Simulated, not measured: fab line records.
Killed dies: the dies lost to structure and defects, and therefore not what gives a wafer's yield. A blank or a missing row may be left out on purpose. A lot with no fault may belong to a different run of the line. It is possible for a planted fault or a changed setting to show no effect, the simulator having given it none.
fab line records ; flow nand-harc ; part 1 of 2: steps 1 to 4 of 6
record lots=20; wafers=60; last-day=24
route steps=1159 shown A_CONTACT@865
lots that met no fault: from a run of the same line without faults
start-h: hours from the record's opening day to when the first of the lot's shown wafers began ; wait-h: hours elapsed since this lot's preceding step ; " unchanged from the row above ; L1.1+2: several wafers, shown together as one row ; - either no value or no given start ; * or withheld: withheld ; < > ~ a bound
route shown NAME@n: a module of which the file shows steps, and the number in the route of the first ; usual: mean and standard deviation over wafers with no fault ; same: alike in all rows ; chamber/n: place in a boat ; sites: readings site by site ; _std_site: standard deviation of those values ; _edge_site: mean of outer sites minus mean of inner sites ; radius-mm: for every site, how far away it sits from the centre of the wafer ; mask NAME#n: copy n ; behind: the most recent tool/chamber to have shaped the wafer ; hold: what put the lot on hold/how long, in hours/how the hold closed ; device: transistor that didn't switch, given as n, p or np ; end of line: the route-end tests of the same wafers ; a step given without rows: its recipe and nothing more ; killed: dies lost to structure and defects at the first sort, not the wafer's yield ; map: shows each die of a wafer: x if killed, . if not, _ if none is there
set.NAME: the setting that was run; set.NAME@STEP: the one run at that earlier step ; model.NAME: the simulator's own value behind a step, which no gauge read
one table for each step of the route and one row for each wafer, over a sample of lots
services: when a tool's chamber went out of use (start-h, in hours from the record's first day, below 0 if earlier), for how many hours, and the reason
## steps
# step NHARC_A_CONTACT_ETCH_114
# recipe source-w=withheld; pressure-mtorr=20; bias-v=3000; time-s=94; target-depth-a=9220; ar-flow-sccm=withheld; c4f8-flow-sccm=withheld; o2-flow-sccm=withheld; chemistry=C4F8/O2/Ar
# same time-s=94
lot.wafer;tool;chamber;start-h;wait-h;rf-hours-counter-h
L076.2;har-cap-etch-03;0;366.56;0.1;76
L076.1;har-cap-etch-03;1;366.56;0.1;76
L076.6;har-cap-etch-03;0;366.56;0.1;-
L075.3;har-cap-etch-01;1;372.50;0.1;-
L075.4;har-cap-etch-01;0;372.50;0.1;-
L075.5;har-cap-etch-01;0;372.50;0.1;-
L077.1;har-cap-etch-02;0;377.30;0.1;10
L077.2;har-cap-etch-02;1;377.30;0.1;10
L077.4;har-cap-etch-02;0;377.30;0.1;-
L078.1;har-cap-etch-02;0;381.43;0.1;11
L078.3;har-cap-etch-02;0;381.43;0.1;-
L078.6;har-cap-etch-02;1;381.43;0.1;-
L080.1;har-cap-etch-03;1;402.00;0.1;83
L080.4;har-cap-etch-03;0;402.00;0.1;-
L080.5;har-cap-etch-03;1;402.00;0.1;-
L079.1;har-cap-etch-02;0;404.55;0.1;14
L079.3;har-cap-etch-02;0;404.55;0.1;-
L079.5;har-cap-etch-02;1;404.55;0.1;-
L081.2;har-cap-etch-01;1;407.58;0.1;66
L081.3;har-cap-etch-01;0;407.58;0.1;-
L081.4;har-cap-etch-01;1;407.58;0.1;-
L083.1;har-cap-etch-02;0;418.58;0.1;17
L083.2;har-cap-etch-02;1;418.58;0.1;17
L083.5;har-cap-etch-02;1;418.58;0.1;-
L084.3;har-cap-etch-01;0;429.79;0.1;-
L084.4;har-cap-etch-01;1;429.79;0.1;-
L084.5;har-cap-etch-01;1;429.79;0.1;-
L087.2;har-cap-etch-01;0;435.93;0.1;71
L087.3;har-cap-etch-01;0;435.93;0.1;-
L087.5;har-cap-etch-01;1;435.93;0.1;-
L088.2;har-cap-etch-03;0;439.07;0.1;90
L088.4;har-cap-etch-03;1;439.07;0.1;-
L088.3;har-cap-etch-03;0;439.07;0.1;-
L086.1;har-cap-etch-01;0;448.24;0.1;73
L086.3;har-cap-etch-01;1;448.24;0.1;-
L086.5;har-cap-etch-01;1;448.24;0.1;-
L089.4;har-cap-etch-03;0;451.06;0.1;-
L089.5;har-cap-etch-03;1;451.06;0.1;-
L089.6;har-cap-etch-03;0;451.06;0.1;-
L092.2;har-cap-etch-01;1;464.25;0.1;77
L092.3;har-cap-etch-01;0;464.25;0.1;-
L092.6;har-cap-etch-01;1;464.25;0.1;-
L091.2;har-cap-etch-02;0;468.79;0.1;25
L091.1;har-cap-etch-02;1;468.79;0.1;25
L091.6;har-cap-etch-02;0;468.79;0.1;-
L090.2;har-cap-etch-01;1;469.26;0.1;78
L090.4;har-cap-etch-01;1;469.26;0.1;-
L090.6;har-cap-etch-01;0;469.26;0.1;-
L093.1;har-cap-etch-02;1;481.64;0.1;28
L093.3;har-cap-etch-02;1;481.64;0.1;-
L093.5;har-cap-etch-02;0;481.64;0.1;-
L095.1;har-cap-etch-03;1;499.77;0.1;99
L095.4;har-cap-etch-03;1;499.77;0.1;-
L095.6;har-cap-etch-03;1;499.77;0.1;-
L096.3;har-cap-etch-01;0;505.11;0.1;-
L096.4;har-cap-etch-01;1;505.11;0.1;-
L096.5;har-cap-etch-01;0;505.11;0.1;-
L094.2;har-cap-etch-03;1;507.19;0.1;100
L094.4;har-cap-etch-03;0;507.19;0.1;-
L094.6;har-cap-etch-03;0;507.19;0.1;-
# step NHARC_A_CONTACT_OVL_MEAS_70
# usual overlay-x-nm=-0.1/0.9; overlay-y-nm=0.0/0.98
lot.wafer;tool;chamber;start-h;wait-h;overlay-x-nm;overlay-y-nm
L076.1;overlay-01;-;373.70;-;-0.6;-1.9
L076.2;overlay-01;-;373.70;-;0.0;-1.1
L076.6;overlay-01;-;373.70;-;-0.3;-1.6
L075.3;overlay-01;-;381.13;-;0.5;-0.2
L075.4;overlay-01;-;381.13;-;0.4;0.0
L075.5;overlay-01;-;381.13;-;0.3;-0.1
L077.1;overlay-01;-;384.09;-;1.2;1.0
L077.2;overlay-01;-;384.09;-;1.3;0.5
L077.4;overlay-01;-;384.09;-;0.7;0.7
L078.1;overlay-01;-;387.05;-;-0.2;0.0
L078.3;overlay-01;-;387.05;-;-0.2;0.2
L078.6;overlay-01;-;387.05;-;-0.3;-0.3
L080.1;overlay-02;-;410.01;-;-1.0;1.0
L080.4;overlay-02;-;410.01;-;-1.0;0.9
L080.5;overlay-02;-;410.01;-;-0.9;0.6
L079.1;overlay-02;-;410.16;-;-0.3;0.0
L079.3;overlay-02;-;410.16;-;0.1;0.1
L079.5;overlay-02;-;410.16;-;0.3;0.3
L081.2;overlay-01;-;412.61;-;0.1;-0.8
L081.3;overlay-01;-;412.61;-;0.5;-0.8
L081.4;overlay-01;-;412.61;-;0.1;-0.6
L083.1;overlay-02;-;425.56;-;-0.1;1.1
L083.2;overlay-02;-;425.56;-;0.9;0.4
L083.5;overlay-02;-;425.56;-;-0.1;0.2
L084.3;overlay-02;-;435.59;-;-2.1;-0.9
L084.4;overlay-02;-;435.59;-;-2.0;-1.2
L084.5;overlay-02;-;435.59;-;-2.1;-0.9
L087.2;overlay-02;-;441.14;-;0.2;-0.3
L087.3;overlay-02;-;441.14;-;0.5;-0.2
L087.5;overlay-02;-;441.14;-;0.1;0.0
L088.2;overlay-02;-;445.73;-;0.0;0.9
L088.3;overlay-02;-;445.73;-;-0.3;1.2
L088.4;overlay-02;-;445.73;-;-0.7;0.7
L086.1;overlay-01;-;454.36;-;2.5;1.1
L086.3;overlay-01;-;454.36;-;2.1;0.8
L086.5;overlay-01;-;454.36;-;1.4;0.3
L089.4;overlay-02;-;456.57;-;0.2;0.5
L089.5;overlay-02;-;456.57;-;0.5;0.6
L089.6;overlay-02;-;456.57;-;0.5;1.2
L092.2;overlay-01;-;470.56;-;-0.8;-1.1
L092.3;overlay-01;-;470.56;-;-0.6;-0.6
L092.6;overlay-01;-;470.56;-;-0.9;-0.7
L091.1;overlay-01;-;474.67;-;-1.1;0.7
L091.2;overlay-01;-;474.67;-;-0.9;0.8
L091.6;overlay-01;-;474.67;-;-1.3;0.5
L090.2;overlay-02;-;476.45;-;-1.5;2.3
L090.4;overlay-02;-;476.45;-;-1.1;2.2
L090.6;overlay-02;-;476.45;-;-1.6;2.5
L093.1;overlay-02;-;486.86;-;0.9;1.0
L093.3;overlay-02;-;486.86;-;0.1;0.3
L093.5;overlay-02;-;486.86;-;0.7;0.3
L095.1;overlay-02;-;506.04;-;-0.6;-1.0
L095.4;overlay-02;-;506.04;-;-0.5;-1.1
L095.6;overlay-02;-;506.04;-;-0.7;-0.9
L096.3;overlay-01;-;510.29;-;0.8;-1.2
L096.4;overlay-01;-;510.29;-;0.7;-1.2
L096.5;overlay-01;-;510.29;-;0.8;-0.8
L094.2;overlay-02;-;512.22;-;0.2;1.3
L094.4;overlay-02;-;512.22;-;0.3;1.6
L094.6;overlay-02;-;512.22;-;0.4;1.7
# step NHARC_A_CONTACT_ETCH_97
# recipe target-depth-a=200; over-etch-frac=0.5; time-s=10; ion-energy-ev=250; c4f6-flow-sccm=25; o2-flow-sccm=20; ar-flow-sccm=500; rf-w=600; bias-w=500; chemistry=C4F6/O2
# usual bias-w=499.9/1.4; drypump-motor-current-A=5.8/0.48; mfc-ar-sccm=499.9/1.6; oes-product-au=0.956/0.024; rf-vpp-V=545/3.4; showerhead-plenum-p-Torr=3.83/0.16; throttle-valve-pct=26.903/0.0088
# same time-s=10
lot.wafer;tool;chamber;start-h;wait-h;bias-w;drypump-motor-current-A;mfc-ar-sccm;oes-product-au;rf-hours-counter-h;rf-vpp-V;showerhead-plenum-p-Torr;throttle-valve-pct
L076.2;rie-diel-05;3;-;-;496.7;5.7;502.3;0.949;7;548;4.07;26.895
L076.1;rie-diel-05;0;-;-;499.3;5.9;498.1;0.965;6;543;3.69;26.929
L076.6;rie-diel-05;2;-;-;499.7;6.7;500.0;0.962;-;545;3.74;26.917
L075.3;rie-diel-13;3;-;-;499.8;5.7;499.4;0.942;36;547;3.96;26.903
L075.4;rie-diel-13;1;-;-;498.7;5.6;500.6;0.960;37;547;3.92;26.900
L075.5;rie-diel-13;2;-;-;499.0;5.7;499.1;0.948;-;543;3.76;26.913
L077.2;rie-diel-02;0;-;-;499.6;6.4;500.0;0.964;19;542;3.67;26.910
L077.1;rie-diel-02;1;-;-;500.5;5.9;500.9;0.950;20;546;3.90;26.918
L077.4;rie-diel-02;2;-;-;499.6;5.4;499.3;0.955;18;549;4.07;26.910
L078.3;rie-diel-05;3;-;-;500.3;5.7;501.4;0.985;11;550;4.07;26.903
L078.1;rie-diel-05;1;-;-;498.6;5.2;501.1;0.992;10;542;3.70;26.901
L078.6;rie-diel-05;3;-;-;501.5;5.7;499.3;0.982;-;550;4.07;26.899
L080.4;rie-diel-02;3;-;-;499.6;5.9;502.2;1.017;25;548;3.98;26.898
L080.1;rie-diel-02;1;-;-;499.6;5.9;499.6;0.992;27;547;3.90;26.900
L080.5;rie-diel-02;3;-;-;498.7;5.9;503.6;1.022;-;548;3.98;26.904
L079.3;rie-diel-02;0;-;-;501.0;6.4;500.6;0.966;27;542;3.67;26.916
L079.1;rie-diel-02;2;-;-;498.2;5.4;498.2;0.982;25;550;4.07;26.891
L079.5;rie-diel-02;0;-;-;500.7;6.4;498.1;0.979;-;542;3.67;26.913
L081.3;rie-diel-05;2;-;-;498.5;6.7;498.7;0.946;14;543;3.74;26.894
L081.2;rie-diel-05;3;-;-;499.5;5.7;499.2;0.924;16;549;4.06;26.914
L081.4;rie-diel-05;0;-;-;497.4;5.8;501.4;0.932;16;541;3.68;26.918
L083.1;rie-diel-13;2;-;-;501.7;5.7;499.4;0.953;54;544;3.75;26.898
L083.2;rie-diel-13;0;-;-;497.3;5.1;499.6;0.962;53;543;3.73;26.913
L083.5;rie-diel-13;1;-;-;500.8;5.6;501.3;0.970;-;547;3.91;26.904
L084.3;rie-diel-05;1;-;-;498.9;5.2;498.2;0.949;19;542;3.70;26.915
L084.4;rie-diel-05;2;-;-;499.4;6.6;498.3;0.951;19;542;3.73;26.888
L084.5;rie-diel-05;2;-;-;499.1;6.7;498.4;0.933;-;542;3.73;26.903
L087.3;rie-diel-05;0;-;-;499.7;5.9;500.7;0.938;22;542;3.68;26.908
L087.2;rie-diel-05;1;-;-;502.0;5.2;500.6;0.937;20;542;3.70;26.910
L087.5;rie-diel-05;3;-;-;500.4;5.7;499.7;0.936;-;549;4.06;26.887
L088.2;rie-diel-05;3;-;-;499.0;5.7;501.9;0.937;23;551;4.06;26.896
L088.3;rie-diel-05;0;-;-;500.3;5.9;498.9;0.947;23;542;3.68;26.906
L088.4;rie-diel-05;1;-;-;502.9;5.2;502.3;0.955;21;542;3.70;26.892
L086.1;rie-diel-05;3;-;-;500.5;5.7;497.8;0.947;26;551;4.06;26.906
L086.3;rie-diel-05;0;-;-;497.5;5.8;503.0;0.975;26;541;3.68;26.912
L086.5;rie-diel-05;3;-;-;502.0;5.7;500.5;0.954;-;549;4.06;26.910
L089.4;rie-diel-05;1;-;-;502.0;5.2;502.1;0.946;24;542;3.69;26.915
L089.5;rie-diel-05;2;-;-;499.6;6.7;500.8;0.945;-;544;3.73;26.904
L089.6;rie-diel-05;3;-;-;501.9;5.7;500.5;0.949;-;549;4.06;26.910
L092.3;rie-diel-05;3;-;-;499.9;5.7;498.9;0.927;29;550;4.06;26.890
L092.2;rie-diel-05;1;-;-;501.7;5.2;499.2;0.935;26;542;3.69;26.901
L092.6;rie-diel-05;3;-;-;501.9;5.7;497.3;0.920;-;550;4.06;26.904
L091.2;rie-diel-05;1;-;-;499.6;5.2;496.3;0.935;27;543;3.69;26.895
L091.1;rie-diel-05;2;-;-;500.5;6.7;499.6;0.942;27;544;3.73;26.906
L091.6;rie-diel-05;2;-;-;498.1;6.7;499.7;0.937;-;542;3.73;26.888
L090.2;rie-diel-13;2;-;-;503.4;5.7;502.7;0.927;8;544;3.74;26.906
L090.4;rie-diel-13;3;-;-;500.2;5.8;499.4;0.930;9;548;3.94;26.902
L090.6;rie-diel-13;0;-;-;500.7;5.1;502.4;0.958;-;542;3.72;26.907
L093.1;rie-diel-02;3;-;-;501.6;5.9;500.1;0.961;54;548;3.96;26.904
L093.3;rie-diel-02;1;-;-;499.5;5.9;498.3;0.941;56;548;3.88;26.911
L093.5;rie-diel-02;2;-;-;498.9;5.4;500.0;0.953;-;549;4.05;26.897
L095.4;rie-diel-05;0;-;-;497.7;5.9;503.2;0.957;35;540;3.67;26.890
L095.1;rie-diel-05;2;-;-;500.5;6.6;498.7;0.934;31;544;3.73;26.900
L095.6;rie-diel-05;0;-;-;499.9;5.9;499.4;0.958;-;541;3.67;26.909
L096.3;rie-diel-05;3;-;-;501.1;5.7;501.2;0.929;36;550;4.05;26.914
L096.4;rie-diel-05;0;-;-;501.3;5.9;497.3;0.944;36;540;3.67;26.907
L096.5;rie-diel-05;1;-;-;499.3;5.2;502.2;0.927;-;543;3.69;26.914
L094.2;rie-diel-02;0;-;-;499.8;6.4;498.8;1.004;1;553;4.23;26.905
L094.4;rie-diel-02;2;-;-;502.6;5.4;500.4;1.028;1;550;4.05;26.918
L094.6;rie-diel-02;0;-;-;499.8;6.4;498.7;1.025;-;553;4.23;26.889
# step NHARC_A_CONTACT_ETCH_89
# recipe target-depth-a=2600; over-etch-frac=0.3; time-s=475.3; ion-energy-ev=200; n2-flow-sccm=150; h2-flow-sccm=150; ar-flow-sccm=0; rf-w=400; bias-w=150; chemistry=N2/H2
# usual bias-w=149.9/0.47; drypump-motor-current-A=5.7/0.45; mfc-ar-sccm=0.006/0.0094; oes-product-au=1.000/0.011; rf-vpp-V=429.0/2.6; showerhead-plenum-p-Torr=1.99/0.089; throttle-valve-pct=14.172/0.0097
# same time-s=475.3
lot.wafer;tool;chamber;start-h;wait-h;bias-w;drypump-motor-current-A;mfc-ar-sccm;oes-product-au;rf-hours-counter-h;rf-vpp-V;showerhead-plenum-p-Torr;throttle-valve-pct
L076.1;rie-diel-05;1;-;-;150.1;5.2;0;0.996;8;427.5;1.91;14.171
L076.2;rie-diel-05;3;-;-;150.6;5.7;0.019;0.986;9;432.4;2.12;14.187
L076.6;rie-diel-05;2;-;-;150.4;6.7;0.004;0.998;-;427.0;1.93;14.175
L075.4;rie-diel-05;3;-;-;149.6;5.7;0.019;0.983;10;432.5;2.12;14.171
L075.3;rie-diel-05;0;-;-;150.0;5.8;0;0.997;10;427.1;1.90;14.173
L075.5;rie-diel-05;3;-;-;149.9;5.7;0.019;0.977;-;431.9;2.12;14.173
L077.1;rie-diel-05;3;-;-;150.4;5.7;0.019;0.981;11;432.6;2.12;14.179
L077.2;rie-diel-05;1;-;-;150.2;5.2;0;0.989;10;427.3;1.91;14.159
L077.4;rie-diel-05;2;-;-;150.2;6.6;0.004;1.006;10;428.2;1.93;14.154
L078.1;rie-diel-02;1;-;-;150.3;6.0;0;1.002;20;430.5;2.03;14.172
L078.3;rie-diel-02;3;-;-;150.3;5.9;0;1.033;19;431.7;2.08;14.175
L078.6;rie-diel-02;2;-;-;149.8;5.4;0;1.020;-;432.5;2.13;14.162
L080.1;rie-diel-02;3;-;-;150.0;5.9;0;1.031;26;430.9;2.07;14.175
L080.4;rie-diel-02;1;-;-;150.2;6.0;0;0.999;28;431.3;2.02;14.171
L080.5;rie-diel-02;3;-;-;149.7;5.9;0;1.021;-;430.9;2.07;14.186
L079.3;rie-diel-13;0;-;-;149.6;5.1;0;1.000;48;427.8;1.93;14.169
L079.1;rie-diel-13;1;-;-;150.1;5.6;0.030;1.001;49;430.6;2.03;14.163
L079.5;rie-diel-13;1;-;-;150.4;5.6;0.030;1.003;-;431.5;2.03;14.166
L081.3;rie-diel-05;0;-;-;150.2;5.9;0;0.987;17;426.1;1.90;14.171
L081.2;rie-diel-05;1;-;-;150.9;5.2;0;0.991;15;426.6;1.91;14.175
L081.4;rie-diel-05;2;-;-;150.8;6.6;0.004;1.001;15;427.2;1.93;14.171
L083.1;rie-diel-05;1;-;-;150.5;5.2;0;0.993;17;426.1;1.91;14.158
L083.2;rie-diel-05;0;-;-;150.3;5.8;0;0.998;19;427.3;1.90;14.155
L083.5;rie-diel-05;2;-;-;149.0;6.6;0.004;0.991;-;427.0;1.93;14.182
L084.3;rie-diel-05;0;-;-;149.7;5.8;0;0.996;21;426.9;1.90;14.165
L084.4;rie-diel-05;2;-;-;149.8;6.7;0.004;0.995;20;427.7;1.93;14.166
L084.5;rie-diel-05;0;-;-;150.1;5.8;0;0.997;-;427.1;1.90;14.183
L087.3;rie-diel-05;3;-;-;150.4;5.7;0.019;0.986;23;433.1;2.12;14.184
L087.2;rie-diel-05;0;-;-;149.5;5.8;0;0.997;23;425.2;1.90;14.171
L087.5;rie-diel-05;2;-;-;149.3;6.7;0.004;1.002;-;427.7;1.93;14.181
L088.2;rie-diel-05;1;-;-;149.8;5.2;0;0.999;22;427.9;1.91;14.160
L088.4;rie-diel-05;2;-;-;149.2;6.7;0.004;0.993;21;426.9;1.93;14.150
L088.3;rie-diel-05;0;-;-;150.1;5.9;0;1.006;24;423.9;1.90;14.181
L086.3;rie-diel-13;1;-;-;149.6;5.6;0.030;1.016;0;430.1;2.03;14.158
L086.1;rie-diel-13;2;-;-;150.4;5.6;0.002;0.988;0;426.8;1.94;14.188
L086.5;rie-diel-13;3;-;-;150.0;5.7;0.000;0.984;-;430.0;2.05;14.135
L089.4;rie-diel-02;1;-;-;150.4;6.0;0;0.992;47;429.6;2.02;14.174
L089.5;rie-diel-02;0;-;-;149.6;6.4;0.009;1.019;-;425.6;1.88;14.173
L089.6;rie-diel-02;1;-;-;149.4;6.0;0;0.987;-;428.3;2.02;14.156
L092.3;rie-diel-13;1;-;-;149.4;5.6;0.030;1.013;7;429.2;2.03;14.168
L092.2;rie-diel-13;2;-;-;150.5;5.7;0.002;0.996;7;428.6;1.93;14.182
L092.6;rie-diel-13;0;-;-;149.3;5.1;0;1.014;-;428.4;1.92;14.185
L091.2;rie-diel-05;3;-;-;150.4;5.7;0.019;0.985;30;433.5;2.12;14.156
L091.1;rie-diel-05;0;-;-;150.4;5.8;0;1.005;30;428.5;1.89;14.171
L091.6;rie-diel-05;1;-;-;149.4;5.2;0;0.990;-;426.6;1.90;14.187
L090.4;rie-diel-13;2;-;-;149.9;5.7;0.002;1.002;9;426.4;1.93;14.184
L090.2;rie-diel-13;1;-;-;150.5;5.6;0.030;1.007;8;430.9;2.03;14.179
L090.6;rie-diel-13;2;-;-;149.5;5.7;0.002;1.003;-;428.6;1.93;14.161
L093.3;rie-diel-13;1;-;-;149.6;5.6;0.030;1.017;9;429.5;2.03;14.172
L093.1;rie-diel-13;0;-;-;149.9;5.1;0;1.015;11;427.2;1.92;14.170
L093.5;rie-diel-13;2;-;-;149.8;5.6;0.002;0.989;-;427.2;1.93;14.157
L095.4;rie-diel-13;1;-;-;150.2;5.6;0.030;1.011;21;430.6;2.02;14.171
L095.1;rie-diel-13;3;-;-;150.1;5.7;0.000;0.993;23;429.8;2.04;14.178
L095.6;rie-diel-13;1;-;-;150.7;5.6;0.030;1.000;-;430.3;2.02;14.173
L096.3;rie-diel-02;2;-;-;150.3;5.4;0;1.013;1;432.4;2.11;14.169
L096.5;rie-diel-02;1;-;-;148.9;5.9;0;1.004;-;430.5;2.01;14.179
L096.4;rie-diel-02;2;-;-;150.5;5.4;0;1.022;-;430.6;2.11;14.181
L094.2;rie-diel-13;0;-;-;149.8;5.1;0;1.007;24;428.1;1.91;14.169
L094.4;rie-diel-13;3;-;-;149.7;5.7;0.000;0.988;25;430.1;2.04;14.181
L094.6;rie-diel-13;0;-;-;149.6;5.1;0;1.017;-;428.2;1.91;14.181
